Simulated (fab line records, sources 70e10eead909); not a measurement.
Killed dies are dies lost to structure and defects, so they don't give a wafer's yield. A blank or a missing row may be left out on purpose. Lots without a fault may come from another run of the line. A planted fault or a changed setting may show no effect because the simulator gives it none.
Chamber matching | flow nand_harc | NHARC_A_CHANNEL_HOLE_D1_DESCUM_15 on rie_diel-11: 4 sister chambers
The step chemistry O2, time 3 s. 4 wafers are shown with their chamber, then 7 later ones without.

WAFERS WITH THEIR CHAMBER
wafer  | chamber | showerhead_plenum_p_Torr (Torr)
L087.5 | 3       | 1.91
L085.5 | 2       | 1.99
L090.1 | 1       | 1.99
L090.3 | 0       | 1.91

WAFERS WITHOUT THEIR CHAMBER
wafer  | showerhead_plenum_p_Torr (Torr)
L090.6 | 1.99
L091.1 | 1.91
L091.5 | 1.99
L091.6 | 1.91
L095.1 | 1.98
L095.2 | 1.91
L095.3 | 1.91

WHICH CHAMBER EACH WENT THROUGH
wafer  | from the rows above     | in truth
L090.6 | can't be placed: 1 or 2 | 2
L091.1 | can't be placed: 0 or 3 | 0
L091.5 | can't be placed: 1 or 2 | 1
L091.6 | can't be placed: 0 or 3 | 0
L095.1 | can't be placed: 1 or 2 | 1
L095.2 | can't be placed: 0 or 3 | 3
L095.3 | can't be placed: 0 or 3 | 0
Placed correctly: 0 of 7. Can't be placed from these rows: 7 (the true chamber is among the candidates in 7). Placed wrongly: 0.
How it was worked out, from the rows above alone: a wafer's distance from a chamber is the root of the sum, over the readings, of the square of ((its reading less the chamber's mean) divided by the reading's scatter). The wafer belongs to the nearest chamber; if the next one is less than 2 further off, it can't be placed. A chamber's mean is the mean of its shown wafers. The scatter: with one shown wafer a chamber, the root of the mean of the squares of how far each hidden wafer lies from its nearest shown one.
